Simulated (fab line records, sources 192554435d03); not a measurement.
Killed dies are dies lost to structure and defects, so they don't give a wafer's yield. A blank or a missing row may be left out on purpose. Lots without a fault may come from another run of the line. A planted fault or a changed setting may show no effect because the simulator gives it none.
A struck lot beside a sound one | flow n5_finfet | 19 steps out of a route of 1938
Sound: wafers L871.2, L871.3, L871.4. Struck: wafer L880.4. (L880.3 of the same lot was not struck and is left out.) The cause comes at the end.
At each step with rows: each side's tool, then ch and its chambers, then its first start. Under that, the readings that differ: sound wafers | struck wafers | difference of the means | sigmas: that difference in standard deviations of wafers without a fault.
alike: readings whose means differ by less than 2 such deviations, and words and numbers that are the same on both sides. not compared: withheld readings, readings that some wafer has no value for, bounds like >300 that may hide the same value, and numbers for which the record gives no deviation and whose values overlap.
The two part at a step that has a row with sigmas, a row that says differs or no value, or rows on one side only. Numbers that don't overlap but have no deviation are shown without sigmas and don't part them. A reading that every wafer of one side lacks parts them only if that side has two wafers or more.

N5_BEOL_M0_SAQP_HM_DEP_02: deposits TiN, target thk 12 nm.
  sound on pvd_sputter-03, day 7 06:49; struck on pvd_sputter-01, day 9 17:39
  reading                | sound          | struck | difference | sigmas
  throttle_valve_pct (%) | 29.1 29.4 28.7 | 31.5   | +2.4       | +2
  alike: chamber_pressure_pa
N5_BEOL_M0_SAQP_PECVD_03: deposits SiCN from 3MS/NH3, target thk 12 nm, time 21.1 s.
  sound on pecvd-02 ch 0,1, day 7 06:56; struck on pecvd-04 ch 1, day 9 17:47
  reading                      | sound             | struck | difference | sigmas
  chamber_pressure_Torr (Torr) | 3.010 2.998 3.004 | 3.018  | +0.014     | +2
  alike: showerhead_plenum_p_Torr, throttle_valve_pct
then, 1 step without rows for these wafers: N5_BEOL_M0_SAQP_PECVD_96 (deposits a-Si from SiH4/He, target thk 45 nm, time 45.2 s).
N5_BEOL_M0_SAQP_PECVD_97: deposits SiNx from SiH4/NH3/N2, target thk 23 nm, time 19.9 s.
  sound on pecvd-02 ch 0,1, day 7 07:01; struck on pecvd-04 ch 1, day 9 17:54
  alike: chamber_pressure_Torr, heater_power_w, showerhead_plenum_p_Torr, throttle_valve_pct
N5_BEOL_M0_SAQP_PECVD_04: deposits a-Si from SiH4/He, target thk 60 nm, time 60.2 s.
  sound on pecvd-02 ch 0,1, day 7 07:04; struck on pecvd-04 ch 1, day 9 17:59
  alike: chamber_pressure_Torr, heater_power_w, showerhead_plenum_p_Torr, throttle_valve_pct
N5_BEOL_M0_SAQP_THK_MEAS_05:
  sound on film_metro-02, day 7 07:09; struck on film_metro-02, day 9 18:04
  alike: thk_nm
N5_BEOL_M0_SAQP_HM_DEP_111: deposits SiO2 from SiH4/N2O, target thk 12 nm, time 7.2 s.
  sound on pecvd-02 ch 0,2, day 7 07:11; struck on pecvd-04 ch 1, day 9 18:08
  alike: chamber_pressure_Torr, heater_power_w, showerhead_plenum_p_Torr
then, 5 steps without rows for these wafers: N5_BEOL_M0_SAQP_COAT_81 (time 60 s, resist thk 100 nm); N5_BEOL_M0_SAQP_COAT_82 (time 60 s, resist thk 30 nm); N5_BEOL_M0_SAQP_COAT_08 (resist thk 90 nm); N5_BEOL_M0_SAQP_EBR_10; N5_BEOL_M0_SAQP_SOFTBAKE_09 (time 60 s).
N5_BEOL_M0_SAQP_EXPOSE_11: exposes mask M0 CORE, target cd 42 nm.
  sound on arfi_scanner-03 ch 0, day 7 07:23; struck on arfi_scanner-01 ch 0, day 9 18:20
  alike: mask
then, 2 steps without rows for these wafers: N5_BEOL_M0_SAQP_PEB_12 (peb time 60 s); N5_BEOL_M0_SAQP_DEVELOP_13 (develop time 30 s).
N5_BEOL_M0_SAQP_CD_MEAS_14: target cd 42.5 nm.
  sound on cd_sem-02 ch 0, day 7 07:31; struck on cd_sem-01 ch 0, day 9 18:28
  reading    | sound          | struck | difference | sigmas
  cd_nm (nm) | 42.8 43.3 42.5 | 41.2   | -1.7       | -5
N5_BEOL_M0_SAQP_OVL_MEAS_15:
  sound on overlay-01 ch 0, day 7 07:32; struck on overlay-01 ch 0, day 9 18:29
  alike: M0_CORE_OVL
-- the record jumps here: 3 days lie between the struck wafers' starts before and after (it left off in module BEOL_M0_SAQP and takes up again in module BEOL_M4, whose first step shown is number 1111 of the route) --
N5_BEOL_M4_RC_MEAS_101:
  sound on prober-02 ch 0, day 10 04:34; struck on prober-02 ch 0, day 12 14:48
  reading       | sound          | struck | difference | sigmas
  DIBL_P (mV/V) | 40.5 36.0 39.5 | 34.5   | -4.2       | -2
  alike: DIBL_N, IOFF_N, IOFF_P, ION_N, ION_P, SS_N, SS_P, VT_N, VT_P
-- the record jumps here: 5 days lie between the struck wafers' starts before and after (it left off in module BEOL_M4 and takes up again in module PASSIVATION, whose first step shown is number 1936 of the route) --
N5_PASSIVATION_PROBE_49:
  the record has rows for the struck wafers here (prober-02, day 17 05:09) and none for the sound ones

WHERE THEY PART
First at N5_BEOL_M0_SAQP_HM_DEP_02; last, within this record, at N5_PASSIVATION_PROBE_49.

WHY: what the simulator had put in
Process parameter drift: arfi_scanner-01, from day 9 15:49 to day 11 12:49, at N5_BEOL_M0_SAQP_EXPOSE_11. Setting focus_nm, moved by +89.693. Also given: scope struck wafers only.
